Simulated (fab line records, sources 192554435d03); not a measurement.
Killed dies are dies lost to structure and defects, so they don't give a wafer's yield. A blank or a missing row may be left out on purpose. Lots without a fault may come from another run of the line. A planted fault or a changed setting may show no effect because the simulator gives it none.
fab line records | flow n5_finfet
record lots=13 wafers=37 last_day=19
route steps=1938 shown MOL_CONTACT_COAG@532 BEOL_M15@1827 MIM_TOP@1837 PAD_METAL@1893 PASSIVATION@1936
lots that met no fault: from a run of the same line without faults
start_h: hours from the record's first day to the start of the lot's first wafer shown | wait_h: hours since the lot's step before | " the same as in the row above | L1.1+2: a row that stands for several wafers | - no value, or no start given | * or withheld: withheld | < > ~ a bound
route shown NAME@n: a module of which the file shows steps, and the number in the route of the first | usual: mean/standard deviation of fault-free wafers | same: alike in all rows | chamber/n: place in a boat | sites: the reading at each site | _std_site: their standard deviation | _edge_site: outer sites' mean less inner sites' | radius_mm: how far each site lies from the wafer's centre | mask NAME#n: copy n | behind: the tool/chamber that last shaped the wafer | hold: why the lot was held/for how many hours/how that ended | device: the transistor (n, p or np) that didn't switch | end of line: the same wafers' tests at the end of the route | a step without rows: its recipe alone | killed: dies lost to structure and defects at the first sort, not the wafer's yield | map: a wafer's dies, x killed, . not, _ none there
set.NAME: the setting as run; set.NAME@STEP: as run at that earlier step | model.NAME: the simulator's own value behind a step, which no gauge read
steps of the route over a sample of lots; a table a step, a row a wafer
services: from which hour (start_h, from the record's first day; less than 0 if before it) a tool's chamber was out of use, for how many hours, and why
## steps
# step N5_MOL_CONTACT_COAG_ETCH_106
# recipe chemistry=N2/H2 target=SOC target_depth_a=800 overetch_a=160 mask_material=SiARC temp_c=40 time_s=120 ion_energy_ev=200 pressure_mtorr=30 source_w=840 bias_w=150 n2_flow_sccm=200 h2_flow_sccm=200
# usual drypump_motor_current_A=5.53/0.26 oes_product_au=0.69/0.085 rf_vpp_V=523.5/2.4 showerhead_plenum_p_Torr=2.53/0.084 throttle_valve_pct=17.77/0.23
# columns lot.wafer tool chamber start_h wait_h drypump_motor_current_A oes_product_au rf_hours_counter_h rf_vpp_V showerhead_plenum_p_Torr throttle_valve_pct
L855.2 rie_diel-01 0 99.91 0.0 5.34 0.66 176 526.0 2.64 17.86
L855.3 " 2 " " 5.77 0.68 172 520.3 2.42 17.86
L855.5 " 2 " " 5.78 0.67 - 521.0 2.42 17.85
L858.3 rie_diel-04 1 113.06 0.0 5.92 0.66 186 519.4 2.43 17.75
L858.4 " 0 " " 5.52 0.66 195 523.9 2.53 17.89
L858.6 " 3 " " 5.22 0.68 - 523.3 2.56 17.92
L859.1 rie_diel-03 0 117.28 0.0 5.85 0.62 253 525.7 2.61 17.67
L859.3 " 1 " " 5.85 0.62 217 525.3 2.62 18.08
L859.4 " 0 " " 5.84 0.62 - 525.5 2.61 17.67
L860.3 rie_diel-03 3 124.46 0.0 5.43 0.78 34 525.8 2.59 17.77
L860.4 " 1 " " 5.84 0.61 - 526.0 2.62 18.09
L860.5 " 0 " " 5.83 0.62 - 523.9 2.61 17.68
L861.4 rie_diel-04 0 139.35 0.0 5.53 0.65 203 524.1 2.53 17.93
L861.5 " 3 " " 5.24 0.68 - 523.8 2.56 17.91
L861.6 " 0 " " 5.54 0.65 - 523.3 2.53 17.92
L862.1 rie_diel-01 3 140.82 0.0 5.26 0.83 16 523.6 2.48 17.46
L862.2 " 0 " " 5.35 0.65 187 527.8 2.63 17.90
L862.4 " 1 " " 5.63 0.64 204 521.1 2.41 17.71
L864.4 rie_diel-01 1 149.36 0.0 5.64 0.63 206 519.7 2.41 17.71
L864.5 " 1 " " 5.65 0.62 - 520.1 2.41 17.73
L864.6 " 0 " " 5.34 0.65 - 525.2 2.63 17.87
L865.1 rie_diel-01 1 156.57 0.0 5.63 0.62 210 521.1 2.41 17.74
L865.2 " 3 " " 5.25 0.81 22 522.8 2.48 17.44
L865.6 " 2 " " 5.78 0.66 - 520.7 2.41 17.88
L866.2 rie_diel-04 1 161.17 0.0 5.93 0.65 201 519.5 2.42 17.76
L866.3 " 0 " " 5.52 0.65 209 523.9 2.53 17.94
L866.4 " 3 " " 5.21 0.67 165 523.3 2.55 17.93
L869.2 rie_diel-01 3 178.94 0.0 5.27 0.79 30 522.3 2.48 17.47
L869.4 " 0 " " 5.33 0.64 201 526.9 2.63 17.92
L869.5 " 1 " " 5.62 0.62 - 522.0 2.40 17.74
L874.3 rie_diel-04 3 212.53 0.0 5.21 0.66 187 525.3 2.54 17.98
L874.4 " 0 " " 5.50 0.61 - 523.5 2.52 17.94
L875.3 rie_diel-04 0 213.58 0.0 5.53 0.63 229 522.6 2.52 17.96
L875.4 " 3 " " 5.22 0.63 - 523.8 2.54 17.96
L875.5 " 0 " " 5.55 0.64 - 523.4 2.52 17.95
L876.1 rie_diel-04 3 221.61 0.0 5.23 0.63 190 522.8 2.54 17.96
L876.3 " 1 " " 5.93 0.64 219 520.3 2.42 17.79
# step N5_BEOL_M15_DEP_53
# recipe material=SiCN target_thk_a=500 temp_c=withheld precursor=3MS/NH3 pressure_torr=3 rf_w=675 time_s=17.8
# usual showerhead_plenum_p_Torr=4.147/0.02 throttle_valve_pct=18.1/0.87
# columns lot.wafer tool chamber start_h wait_h showerhead_plenum_p_Torr throttle_valve_pct
L855.2 pecvd-01 2 284.21 0.0 4.160 17.7
L855.3 " 1 " " 4.176 20.8
L855.5 " 0 " " 4.149 17.3
L859.1 pecvd-04 1 290.37 0.0 4.134 18.4
L859.3 " 0 " " 4.110 18.2
L859.4 " 1 " " 4.135 18.4
L858.3 pecvd-02 0 292.92 0.0 4.141 18.6
L858.4 " 1 " " 4.166 17.5
L858.6 " 0 " " 4.157 18.4
L862.1 pecvd-02 2 323.77 0.0 4.137 17.7
L862.2 " 0 " " 4.159 18.5
L862.4 " 0 " " 4.153 18.7
L861.4 pecvd-01 0 324.30 0.0 4.152 17.4
L861.5 " 2 " " 4.163 17.9
L861.6 " 1 " " 4.185 20.4
L860.3 pecvd-02 1 333.08 0.0 4.161 17.6
L860.4 " 0 " " 4.141 18.5
L860.5 " 2 " " 4.155 17.5
L865.1 pecvd-04 1 333.13 0.0 4.124 18.3
L865.2 " 2 " " 4.148 18.6
L865.6 " 1 " " 4.121 18.2
L864.4 pecvd-04 1 335.59 0.0 4.121 18.2
L864.5 " 2 " " 4.157 18.7
L864.6 " 0 " " 4.112 18.2
L866.2 pecvd-01 0 347.33 0.0 4.142 17.7
L866.3 " 1 " " 4.181 20.5
L866.4 " 1 " " 4.188 20.4
L869.2 pecvd-01 1 376.41 0.0 4.175 20.3
L869.4 " 2 " " 4.166 17.8
L869.5 " 1 " " 4.186 20.4
L874.3 pecvd-04 2 418.67 0.0 4.165 18.8
L876.1 pecvd-04 0 433.06 0.0 4.101 18.2
L876.3 " 1 " " 4.135 16.3
L875.3 pecvd-02 2 434.86 0.0 4.134 17.8
L875.5 " 0 " " 4.141 19.1
# step N5_MIM_TOP_DEGAS_04
# recipe ambient=vacuum temp_c=300 time_s=60
# usual heater_power_w=477/35
# columns lot.wafer tool chamber start_h wait_h heater_power_w
L855.2 pvd_sputter-01 - 287.94 - 442
L855.3 " - " " 487
L855.5 " - " " 467
L859.1 pvd_sputter-02 - 294.32 - 565
L859.3 " - " " 449
L859.4 " - " " 475
L858.3 pvd_sputter-02 - 295.06 - 451
L858.4 " - " " 479
L858.6 " - " " 442
L862.1 pvd_sputter-01 - 328.36 - 484
L862.2 " - " " 484
L862.4 " - " " 463
L861.4 pvd_sputter-02 - 328.53 - 478
L861.5 " - " " 451
L861.6 " - " " 474
L860.3 pvd_sputter-01 - 336.56 - 438
L860.4 " - " " 506
L860.5 " - " " 464
L865.1 pvd_sputter-01 - 336.76 - 461
L865.2 " - " " 485
L865.6 " - " " 496
L864.4 pvd_sputter-02 - 339.05 - 459
L864.5 " - " " 478
L864.6 " - " " 568
L866.2 pvd_sputter-01 - 350.83 - 510
L866.3 " - " " 478
L866.4 " - " " 452
L869.2 pvd_sputter-01 - 380.50 - 454
L869.4 " - " " 504
L869.5 " - " " 438
L874.3 pvd_sputter-01 - 422.14 - 517
L876.1 pvd_sputter-02 - 440.48 - 452
L876.3 " - " " 478
L875.3 pvd_sputter-02 - 441.74 - 458
L875.5 " - " " 442
# step N5_PASSIVATION_DEGAS_18
# recipe ambient=vacuum temp_c=300 time_s=60
# usual heater_power_w=475/28
# columns lot.wafer tool chamber start_h wait_h heater_power_w
L855.2 pvd_sputter-01 - 291.93 0.1 473
L855.3 " - " " 473
L855.5 " - " " 474
L859.1 pvd_sputter-01 - 298.54 0.9 446
L859.3 " - " " 496
L859.4 " - " " 475
L858.3 pvd_sputter-01 - 304.97 0.3 454
L858.4 " - " " 470
L858.6 " - " " 465
L861.4 pvd_sputter-03 - 332.57 0.3 464
L861.5 " - " " 485
L861.6 " - " " 461
L862.1 pvd_sputter-03 - 333.01 0.5 473
L862.2 " - " " 469
L862.4 " - " " 476
L860.3 pvd_sputter-03 - 340.31 0.2 465
L860.4 " - " " 469
L860.5 " - " " 454
L865.1 pvd_sputter-03 - 340.73 0.4 481
L865.2 " - " " 447
L865.6 " - " " 477
L864.4 pvd_sputter-03 - 345.58 0.1 461
L864.5 " - " " 463
L864.6 " - " " 512
L866.2 pvd_sputter-01 - 358.02 0.7 447
L866.3 " - " " 464
L866.4 " - " " 492
L869.2 pvd_sputter-03 - 387.58 0.3 449
L869.4 " - " " 489
L869.5 " - " " 504
L874.3 pvd_sputter-03 - 428.36 2.6 512
L876.1 pvd_sputter-03 - 449.73 0.4 477
L876.3 " - " " 501
L875.3 pvd_sputter-02 - 449.74 0.3 441
L875.5 " - " " 476
# step N5_PASSIVATION_PROBE_49
# usual killed_at_M0_to_M3=33/11 killed_at_M4_up=15/6.2 killed_at_contacts=13/6.5 killed_at_front_end=38/11 killed_at_other=3.4/2.6 killed_dies=102/17 killed_on_rim=13/4.1 killed_open=67/12 killed_short=34/7.9
# same gross_dies=1180 killed_at_back_side=0
# columns lot.wafer tool chamber start_h wait_h killed_at_M0_to_M3 killed_at_M4_up killed_at_contacts killed_at_front_end killed_at_other killed_dies killed_on_rim killed_open killed_short
L869.2 prober-01 - 394.05 0.1 20 28 20 45 4 117 18 86 30
L869.4 prober-01 - 394.15 0.2 29 9 18 34 5 95 10 54 40
L869.5 prober-01 - 394.20 0.2 20 11 20 48 2 101 7 67 33
L874.3 prober-02 - 434.86 0.8 26 12 16 34 11 99 16 69 28
L874.4 prober-02 - 434.91 0.9 16 17 931 34 7 1005 86 64 32
L876.1 prober-01 - 455.29 0.0 45 20 585 44 5 699 92 87 37
L876.3 prober-01 - 455.39 0.1 18 31 15 39 6 109 14 71 36
L875.3 prober-02 - 455.84 0.1 27 9 6 22 2 66 6 41 25
L875.4 prober-02 - 455.89 0.2 26 14 764 31 1 836 123 52 24
L875.5 prober-02 - 455.94 0.2 24 22 6 22 0 74 8 43 31
# killed by level:class
L869.2 MOL_CONTACT_COAG:geometric_particle:open=20 STI_FIN_REVEAL:geometric_particle:open=18 FIN_SAQP:geometric_particle:short=13 BEOL_M2:geometric_particle:open=11 BEOL_M5:geometric_particle:open=7 BEOL_M4:geometric_particle:open=6 BEOL_M5:geometric_particle:short=5 FIN_SAQP:geometric_particle:open=3
L869.4 MOL_CONTACT_COAG:geometric_particle:open=13 BEOL_M0_SAQP:geometric_particle:short=8 FIN_SAQP:geometric_particle:short=7 FIN_SAQP:geometric_particle:open=6 DUMMY_GATE:geometric_particle:open=5 DUMMY_GATE:geometric_particle:short=5 MOL_CONTACT_COAG:geometric_particle:short=5 BEOL_M2:geometric_particle:open=5
L869.5 FIN_SAQP:geometric_particle:short=12 MOL_CONTACT_COAG:geometric_particle:open=11 STI_FIN_REVEAL:geometric_particle:open=10 FIN_SAQP:geometric_particle:open=9 MOL_CONTACT_COAG:geometric_particle:short=9 DUMMY_GATE:geometric_particle:open=7 BEOL_M2:geometric_particle:open=6 BEOL_M7:geometric_particle:open=5
L874.3 MOL_CONTACT_COAG:geometric_particle:open=13 STI_FIN_REVEAL:geometric_particle:open=9 BEOL_M2:geometric_particle:open=9 FIN_SAQP:geometric_particle:short=8 BEOL_M4:geometric_particle:open=6 BEOL_M0_SAQP:geometric_particle:open=6 PASS1_CAP:geometric_particle:open=5 DUMMY_GATE:geometric_particle:open=3
L874.4 MOL_CONTACT_COAG:area_etch=906 MOL_CONTACT_COAG:geometric_particle:open=20 STI_FIN_REVEAL:geometric_particle:open=11 BEOL_M4:geometric_particle:open=7 FIN_SAQP:geometric_particle:short=6 MOL_CONTACT_COAG:geometric_particle:short=5 PASS1_CAP:geometric_particle:short=4 STI_FIN_REVEAL:geometric_particle:short=3
L876.1 MOL_CONTACT_COAG:area_etch=574 FIN_SAQP:geometric_particle:open=16 BEOL_M3:geometric_particle:open=14 BEOL_M4:geometric_particle:open=11 BEOL_M2:geometric_particle:open=10 MOL_CONTACT_COAG:geometric_particle:open=9 FIN_SAQP:geometric_particle:short=6 STI_FIN_REVEAL:geometric_particle:open=6
L876.3 BEOL_M4:geometric_particle:open=18 MOL_CONTACT_COAG:geometric_particle:open=11 FIN_SAQP:geometric_particle:short=9 BEOL_M2:geometric_particle:open=6 STARTING-WAFER:geometric_particle:open=6 FIN_SAQP:geometric_particle:open=5 STI_FIN_REVEAL:geometric_particle:open=4 DUMMY_GATE:geometric_particle:open=4
L875.3 BEOL_M2:geometric_particle:open=7 GATE_CUT:geometric_particle:short=6 BEOL_M3:geometric_particle:open=6 BEOL_M1:geometric_particle:open=5 MOL_CONTACT_COAG:geometric_particle:open=4 FIN_SAQP:geometric_particle:open=3 BEOL_M0_SAQP:geometric_particle:short=3 BEOL_M4:geometric_particle:open=3
L875.4 MOL_CONTACT_COAG:area_etch=760 BEOL_M1:geometric_particle:open=10 FIN_SAQP:geometric_particle:open=6 DUMMY_GATE:geometric_particle:open=6 STARTING-WAFER:geometric_particle:short=6 BEOL_M4:geometric_particle:open=4 BEOL_M3:geometric_particle:open=4 STARTING-WAFER:geometric_particle:open=4
L875.5 BEOL_M4:geometric_particle:open=10 FIN_SAQP:geometric_particle:short=8 BEOL_M0_SAQP:geometric_particle:short=5 BEOL_M0_SAQP:geometric_particle:open=4 BEOL_M1:geometric_particle:open=4 BEOL_M3:geometric_particle:open=4 BEOL_M7:geometric_particle:open=4 GATE_CUT:geometric_particle:short=3
## services
# columns tool chamber start_h hours kind
pvd_sputter-03 - 95.98 4.5 repair
rie_diel-01 1 97.91 3.7 repair
pvd_sputter-03 - 120.94 3.7 repair
pvd_sputter-01 - 121.58 6.0 repair
rie_diel-01 0 130.07 9.3 repair
rie_diel-01 - 130.59 0.9 repair
pvd_sputter-01 - 130.92 7.7 repair
rie_diel-03 - 149.57 2.8 pm
rie_diel-04 0 165.31 3.0 repair
pecvd-04 - 173.70 14.6 pm
pecvd-01 0 201.42 29.6 repair
rie_diel-04 1 232.60 8.5 repair
rie_diel-01 3 236.72 4.0 repair
pecvd-02 - 247.82 2.8 pm
rie_diel-04 2 262.52 29.1 repair
pecvd-01 1 276.42 5.0 repair
rie_diel-03 0 285.15 18.7 repair
pecvd-01 - 350.02 2.8 repair
rie_diel-03 2 360.21 3.0 repair
pvd_sputter-01 - 370.77 4.7 repair
rie_diel-04 3 400.12 6.5 repair
pecvd-01 1 425.97 6.5 repair
rie_diel-01 0 430.11 1.5 repair
pvd_sputter-01 - 435.16 11.8 repair
## key
first_sign step=N5_PASSIVATION_PROBE_49 reading=killed_at_contacts direction=up sigmas=99+ usual=13 struck=760
effect step=N5_PASSIVATION_PROBE_49 reading=killed_dies direction=up sigmas=45 usual=102 struck=847
more_kills_born_at N5_MOL_CONTACT_COAG_ETCH_106@rie_diel-04=2240
met_at N5_MOL_CONTACT_COAG_ETCH_106
struck_lots L874,L875,L876
struck_wafers L874.4,L875.4,L876.1
later_rows_left_out L874.4,L875.4
tester_left_out L874,L875,L876
not_acting_at N5_BEOL_M15_DEP_53,N5_MIM_TOP_DEGAS_04,N5_PASSIVATION_DEGAS_18
onset_between 161.17 212.53
fault kind=process_parameter_drift tool=rie_diel-04 chamber=- onset_h=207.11 steps=N5_MOL_CONTACT_COAG_ETCH_106 channel=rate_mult offset=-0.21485 shape=step end_h=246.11 scope=struck_wafers_only
# tester_left_out: of these lots the tester's yield and bins aren't shown, on N5 and GAA mostly nor the transistor test; their killed dies are dies lost to structure and defects alone, not to doping, threshold or leakage, so they don't give the yield
# later_rows_left_out: the simulator's readings of these wafers behind a module that went badly wrong aren't trusted and aren't shown, but for the sort
